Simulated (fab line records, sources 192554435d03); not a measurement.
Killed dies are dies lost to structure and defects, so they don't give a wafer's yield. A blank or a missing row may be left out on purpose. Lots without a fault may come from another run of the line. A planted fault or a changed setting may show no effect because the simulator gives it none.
fab line records | flow n5_finfet
record lots=7 wafers=39
route steps=1938 shown FIN_SAQP@116 DUMMY_GATE@228 MOL_CONTACT_COAG@538
start_h: hours from the record's first day to the start of the lot's first wafer shown | wait_h: hours since the lot's step before | " the same as in the row above | L1.1+2: a row that stands for several wafers | - no value, or no start given | * or withheld: withheld | < > ~ a bound
route shown NAME@n: a module of which the file shows steps, and the number in the route of the first | usual: mean/standard deviation of fault-free wafers | same: alike in all rows | chamber/n: place in a boat | sites: the reading at each site | _std_site: their standard deviation | _edge_site: outer sites' mean less inner sites' | radius_mm: how far each site lies from the wafer's centre | mask NAME#n: copy n | behind: the tool/chamber that last shaped the wafer | hold: why the lot was held/for how many hours/how that ended | device: the transistor (n, p or np) that didn't switch | end of line: the same wafers' tests at the end of the route | a step without rows: its recipe alone | killed: dies lost to structure and defects at the first sort, not the wafer's yield | map: a wafer's dies, x killed, . not, _ none there
set.NAME: the setting as run; set.NAME@STEP: as run at that earlier step | model.NAME: the simulator's own value behind a step, which no gauge read
lots whose settings were changed on purpose; a table a step, a row a wafer
## steps
# step N5_FIN_SAQP_ETCH_52
# recipe chemistry=N2/H2 target=SOC target_depth_a=1000 overetch_a=200 mask_material=SiARC temp_c=40 time_s=150 ion_energy_ev=200 pressure_mtorr=30 source_w=840 bias_w=150 n2_flow_sccm=200 h2_flow_sccm=200 ends=end_point
# usual rf_vpp_V=524.1/2.1
# columns lot.wafer tool chamber start_h wait_h set.source_w rf_vpp_V
L076.1 rie_diel-03 0 35.07 0.0 895.2 509.2
L076.2 " 2 " " 840 527.4
L076.3 " 3 " " 895.2 514.0
L076.4 " 1 " " 840 524.7
L076.5 " 0 " " 895.2 508.7
L076.6 " 1 " " 840 523.5
L081.1 rie_diel-02 3 64.36 0.0 729.5 551.2
L081.2 " 2 " " 840 521.1
L081.3 " 0 " " 840 523.8
L081.4 " 1 " " 729.5 549.3
L081.5 " 3 " " 840 524.1
L081.6 " 0 " " 729.5 548.0
L082.1 rie_diel-06 0 70.11 0.0 755.7 542.1
L082.2 " 3 " " 755.7 542.5
L082.3 " 1 " " 840 526.4
L082.4 " 1 " " 840 526.0
L082.5 " 0 " " 840 523.1
L082.6 " 3 " " 755.7 542.1
L085.1 rie_diel-06 3 91.39 0.0 909 508.2
L085.2 " 0 " " 840 524.1
L085.3 " 1 " " 840 526.3
L085.4 " 3 " " 909 508.9
L085.5 " 1 " " 909 512.6
L085.6 " 0 " " 840 524.1
L086.1 rie_diel-03 1 96.87 0.0 840 522.7
L086.2 " 3 " " 700.5 556.5
L086.3 " 2 " " 840 526.8
L086.4 " 0 " " 700.5 551.9
L086.5 " 3 " " 700.5 556.3
L086.6 " 2 " " 840 527.7
L091.1 rie_diel-06 3 125.33 0.0 840 522.3
L091.2 " 1 " " 840 526.1
L091.3 " 2 " " 840 528.2
L091.4 " 0 " " 840 522.7
L091.5 " 0 " " 840 523.9
L091.6 " 1 " " 840 526.7
L092.2 rie_diel-02 0 131.03 0.0 840 523.8
L092.4 " 1 " " 840 523.7
L092.5 " 2 " " 840 522.7
# step N5_DUMMY_GATE_EXPOSE_12
# recipe mask_id=GATE na=0.33 source_shape=annular sigma_inner=0.2 sigma_outer=0.6 polarization=unpolarized target_cd_nm=25 dose_mj=34
# columns lot.wafer tool chamber start_h wait_h mask set.dose_mj
L076.1+2+5 euv_scanner-02 0 59.00 - GATE#0 34
L076.3+4+6 " 0 " " GATE#0 35.71
L081.1+3+4 euv_scanner-01 0 88.20 - GATE#0 32.45
L081.2+5+6 " 0 " " GATE#0 34
L082.1+2+3+4+5+6 euv_scanner-02 0 93.79 - GATE#0 34
L085.1+3+6 euv_scanner-01 0 115.41 - GATE#0 34
L085.2+4+5 " 0 " " GATE#0 31.55
L086.1+4+5 euv_scanner-01 0 121.33 - GATE#0 33.26
L086.2+3+6 " 0 " " GATE#0 34
L091.1+2+5 euv_scanner-02 0 149.01 - GATE#0 34
L091.3+4+6 " 0 " " GATE#0 32.42
L092.2+4+5 euv_scanner-01 0 155.86 - GATE#0 34
# step N5_DUMMY_GATE_PEB_13
# recipe peb_temp_c=100 peb_time_s=60 resist=CAR-EUV
# step N5_DUMMY_GATE_DEVELOP_14
# recipe develop_time_s=30 developer=TMAH resist=CAR-EUV rinse_liquid=surfactant_rinse dry=air_spin dev_temp_c=23
# step N5_DUMMY_GATE_STRIP_38
# recipe chemistry=N2/H2 temp_c=40 n2_flow_sccm=200 h2_flow_sccm=200 rf_frequency_hz=6e+07
# step N5_DUMMY_GATE_STRIP_39
# recipe chemistry=N2/H2 temp_c=40 n2_flow_sccm=200 h2_flow_sccm=200 rf_frequency_hz=6e+07
# step N5_DUMMY_GATE_TRIM_49
# recipe chemistry=O2 resist=SOC time_s=29 target_cd_nm=14 source_power_w=300 bias_power_w=0 O2_flow_sccm=100 temp_c=20
# columns lot.wafer tool chamber start_h wait_h set.dose_mj@DUMMY_GATE_EXPOSE_12 model.DUMMY_GATE.cd_nm
L076.1 rie_si-04 0 59.49 0.0 34 14.2
L076.2 " 1 " " 34 14
L076.3+4 " 3,2 " " 35.71 13.4
L076.5 " 3 " " 34 13.6
L076.6 " 0 " " 35.71 13
L081.1 rie_si-02 3 88.78 0.0 32.45 14.6
L081.2+6 " 0,3 " " 34 14
L081.3 " 1 " " 32.45 15.2
L081.4 " 2 " " 32.45 14.8
L081.5 " 0 " " 34 14.2
L082.1 rie_si-06 2 94.29 0.0 34 13.8
L082.2+3+6 " 0,3,3 " " 34 14.2
L082.4+5 " 1,0 " " 34 13.6
L085.1+3+6 rie_si-02 1,3,3 115.96 0.0 34 13.8
L085.2 " 2 " " 31.55 15.2
L085.4 " 0 " " 31.55 15.4
L085.5 " 0 " " 31.55 15.6
L086.1 rie_si-02 1 121.82 0.0 33.26 14.2
L086.2+6 " 0,3 " " 34 14
L086.3 " 2 " " 34 13.2
L086.4 " 3 " " 33.26 14.6
L086.5 " 2 " " 33.26 14
L091.1 rie_si-06 1 149.49 0.0 34 13.4
L091.2 " 0 " " 34 14.4
L091.3 " 3 " " 32.42 15.2
L091.4 " 2 " " 32.42 15
L091.5 " 2 " " 34 14.2
L091.6 " 3 " " 32.42 14.8
L092.2+4 rie_si-06 0,1 156.34 0.0 34 13.8
L092.5 " 2 " " 34 14
# step N5_DUMMY_GATE_ETCH_31
# recipe chemistry=C4F6/O2 target=SiO2 mask_material=SOC target_depth_a=825 time_s=27.5 ion_energy_ev=250 pressure_mtorr=30 source_w=345 bias_w=185 Ar_flow_sccm=300 C4F6_flow_sccm=10 O2_flow_sccm=10
# columns lot.wafer tool chamber start_h wait_h set.target_depth_a model.etch.depth_nm
L076.1 rie_diel-05 0 59.68 0.0 871.3 85.42
L076.2 " 1 " " 825 82.88
L076.3 " 3 " " 871.3 85.86
L076.4 " 1 " " 871.3 86.96
L076.5 " 3 " " 825 81.19
L076.6 " 0 " " 825 81.14
L081.1 rie_diel-05 3 89.00 0.0 748.3 73.91
L081.2 " 1 " " 825 83.13
L081.3 " 2 " " 748.3 76.37
L081.4 " 0 " " 825 80.77
L081.5 " 0 " " 748.3 73.6
L081.6 " 1 " " 825 82.07
L082.1 rie_diel-01 2 94.49 0.0 825 80.93
L082.2 " 0 " " 825 80.16
L082.3 " 1 " " 825 80.63
L082.4 " 3 " " 825 83.51
L082.5 " 1 " " 825 81.66
L082.6 " 2 " " 825 80.91
L085.1 rie_diel-01 0 116.15 0.0 883.8 86.06
L085.2 " 3 " " 825 82.55
L085.3 " 2 " " 825 80.64
L085.4 " 1 " " 883.8 87.64
L085.5 " 0 " " 825 80.73
L085.6 " 3 " " 883.8 88.51
L086.1 rie_diel-05 1 122.01 0.0 825 82.28
L086.2 " 3 " " 825 81.33
L086.3 " 0 " " 825 81.09
L086.4 " 2 " " 825 84.27
L086.5 " 1 " " 825 82.23
L086.6 " 0 " " 825 80.83
L091.1 rie_diel-01 2 149.78 0.1 825 82.2
L091.2 " 0 " " 825 81.37
L091.3 " 3 " " 825 82.95
L091.4 " 1 " " 825 82.45
L091.5 " 0 " " 825 81.81
L091.6 " 1 " " 825 82.58
L092.2 rie_diel-01 2 156.55 0.1 825 81.25
L092.4 " 3 " " 825 82.06
L092.5 " 3 " " 825 83.1
# step N5_DUMMY_GATE_ETCH_32
# recipe chemistry=CF4 target=SiO2 target_depth_a=35 time_s=3.9 ion_energy_ev=350 pressure_mtorr=10 icp_w=800 bias_w=400 cf4_flow_sccm=80
# columns lot.wafer tool chamber start_h wait_h set.time_s model.etch.depth_nm
L076.1 rie_si-02 3 59.93 0.1 3.9 3.433
L076.2 " 2 " " 4.693 4.19
L076.3 " 0 " " 4.693 4.268
L076.4 " 1 " " 3.9 3.488
L076.5 " 3 " " 3.9 3.483
L076.6 " 0 " " 4.693 4.271
L081.1 rie_si-06 3 89.25 0.1 3.9 3.471
L081.2 " 2 " " 4.196 3.832
L081.3 " 0 " " 4.196 3.985
L081.4 " 1 " " 3.9 3.519
L081.5 " 0 " " 3.9 3.733
L081.6 " 1 " " 4.196 3.813
L082.1 rie_si-02 1 94.73 0.1 3.9 3.484
L082.2 " 2 " " 3.218 2.803
L082.3 " 0 " " 3.9 3.532
L082.4 " 3 " " 3.218 2.832
L082.5 " 0 " " 3.218 2.928
L082.6 " 1 " " 3.9 3.444
L085.1 rie_si-06 3 116.40 0.1 3.9 3.447
L085.2 " 2 " " 4.521 4.109
L085.3 " 0 " " 3.9 3.724
L085.4 " 1 " " 3.9 3.488
L085.5 " 3 " " 4.521 3.958
L085.6 " 2 " " 4.521 4.085
L086.1 rie_si-06 1 122.26 0.1 3.9 3.488
L086.2 " 0 " " 3.9 3.683
L086.3 " 3 " " 3.9 3.455
L086.4 " 3 " " 3.9 3.483
L086.5 " 0 " " 3.9 3.71
L086.6 " 1 " " 3.9 3.523
L091.1 rie_si-04 0 150.03 0.1 3.9 3.52
L091.2 " 3 " " 3.9 3.516
L091.3 " 2 " " 3.9 3.444
L091.4 " 0 " " 4.783 4.341
L091.5 " 3 " " 4.783 4.351
L091.6 " 2 " " 4.783 4.19
L092.2 rie_si-04 3 156.80 0.1 3.9 3.561
L092.4 " 0 " " 3.9 3.563
L092.5 " 1 " " 3.9 3.462
# step N5_MOL_CONTACT_COAG_ETCH_110
# recipe chemistry=CF4/O2 target=Si target_depth_a=25 time_s=8 pressure_mtorr=100 source_w=200 bias_w=12 ion_energy_ev=60 Ar_flow_sccm=100 cf4_flow_sccm=100 O2_flow_sccm=10
# columns lot.wafer tool chamber start_h wait_h set.source_w model.etch.depth_nm
L076.1 rie_diel-02 2 102.38 0.0 200 2.547
L076.2 " 3 " " 200 2.559
L076.3 " 1 " " 200 2.565
L076.4 " 2 " " 200 2.53
L076.5 " 3 " " 200 2.576
L076.6 " 1 " " 200 2.599
L081.1 rie_diel-03 3 130.34 0.0 200 2.607
L081.2 " 1 " " 200 2.677
L081.3 " 2 " " 186.4 2.389
L081.4 " 0 " " 200 2.533
L081.5 " 2 " " 186.4 2.379
L081.6 " 3 " " 186.4 2.444
L082.1 rie_diel-06 1 136.38 0.0 200 2.47
L082.2 " 0 " " 200 2.419
L082.3 " 2 " " 214 2.694
L082.4 " 3 " " 200 2.414
L082.5 " 1 " " 214 2.617
L082.6 " 0 " " 214 2.589
L085.1 rie_diel-03 2 158.81 0.0 232.2 2.87
L085.2 " 3 " " 200 2.606
L085.3 " 0 " " 232.2 2.863
L085.4 " 1 " " 200 2.677
L085.5 " 1 " " 232.2 3.033
L085.6 " 0 " " 200 2.539
L086.1 rie_diel-06 2 165.32 0.0 200 2.535
L086.2 " 3 " " 168.1 2.096
L086.3 " 1 " " 200 2.498
L086.4 " 0 " " 200 2.458
L086.5 " 2 " " 168.1 2.203
L086.6 " 3 " " 168.1 2.107
L091.1 rie_diel-02 1 192.27 0.0 200 2.523
L091.2 " 0 " " 200 2.583
L091.3 " 2 " " 200 2.535
L091.4 " 3 " " 200 2.526
L091.5 " 0 " " 200 2.574
L091.6 " 1 " " 200 2.525
L092.2 rie_diel-03 2 199.29 0.0 200 2.48
L092.4 " 3 " " 200 2.564
L092.5 " 2 " " 200 2.5
## key
split step=N5_FIN_SAQP_ETCH_52 setting=source_w stated=840 by=wafer
response step=N5_FIN_SAQP_ETCH_52 reading=rf_vpp_V change=-1.85 per=1% r=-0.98
split step=N5_DUMMY_GATE_EXPOSE_12 setting=dose_mj stated=34 by=wafer
response step=N5_DUMMY_GATE_TRIM_49 reading=model.DUMMY_GATE.cd_nm change=-0.196 per=1% r=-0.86
split step=N5_DUMMY_GATE_ETCH_31 setting=target_depth_a stated=825 by=wafer
response step=N5_DUMMY_GATE_ETCH_31 reading=model.etch.depth_nm change=+0.808 per=1% r=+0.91
split step=N5_DUMMY_GATE_ETCH_32 setting=time_s stated=3.9 by=wafer
response step=N5_DUMMY_GATE_ETCH_32 reading=model.etch.depth_nm change=+0.0358 per=1% r=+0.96
split step=N5_MOL_CONTACT_COAG_ETCH_110 setting=source_w stated=200 by=wafer
response step=N5_MOL_CONTACT_COAG_ETCH_110 reading=model.etch.depth_nm change=+0.0223 per=1% r=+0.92
